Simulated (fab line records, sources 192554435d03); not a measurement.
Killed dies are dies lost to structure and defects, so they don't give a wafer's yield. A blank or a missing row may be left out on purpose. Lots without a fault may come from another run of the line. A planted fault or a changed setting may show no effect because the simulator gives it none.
Chamber matching | flow n5_finfet | N5_BEOL_M14_ILD_DEP_00 on pecvd-01: 3 sister chambers
The step deposits SiO2 from TEOS/O2, target thk 1119.3 nm, time 237.4 s. 3 wafers are shown with their chamber, then 8 later ones without.

WAFERS WITH THEIR CHAMBER
wafer  | chamber | throttle_valve_pct (%)
L083.4 | 0       | 18.5
L083.5 | 2       | 17.9
L091.2 | 1       | 18.0

WAFERS WITHOUT THEIR CHAMBER
wafer  | throttle_valve_pct (%)
L091.5 | 18.3
L091.6 | 18.0
L094.2 | 18.4
L094.3 | 18.2
L094.5 | 18.3
L097.3 | 17.9
L097.4 | 18.0
L097.6 | 18.1

WHICH CHAMBER EACH WENT THROUGH
wafer  | from the rows above          | in truth
L091.5 | can't be placed: 0 or 1 or 2 | 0
L091.6 | can't be placed: 1 or 2      | 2
L094.2 | 0                            | 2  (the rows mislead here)
L094.3 | can't be placed: 1 or 0 or 2 | 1
L094.5 | can't be placed: 0 or 1 or 2 | 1
L097.3 | can't be placed: 2 or 1      | 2
L097.4 | can't be placed: 1 or 2      | 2
L097.6 | can't be placed: 1 or 2      | 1
Placed correctly: 0 of 8. Can't be placed from these rows: 7 (the true chamber is among the candidates in 7). Placed wrongly: 1.
How it was worked out, from the rows above alone: a wafer's distance from a chamber is the root of the sum, over the readings, of the square of ((its reading less the chamber's mean) divided by the reading's scatter). The wafer belongs to the nearest chamber; if the next one is less than 2 further off, it can't be placed. A chamber's mean is the mean of its shown wafers. The scatter: with one shown wafer a chamber, the root of the mean of the squares of how far each hidden wafer lies from its nearest shown one.
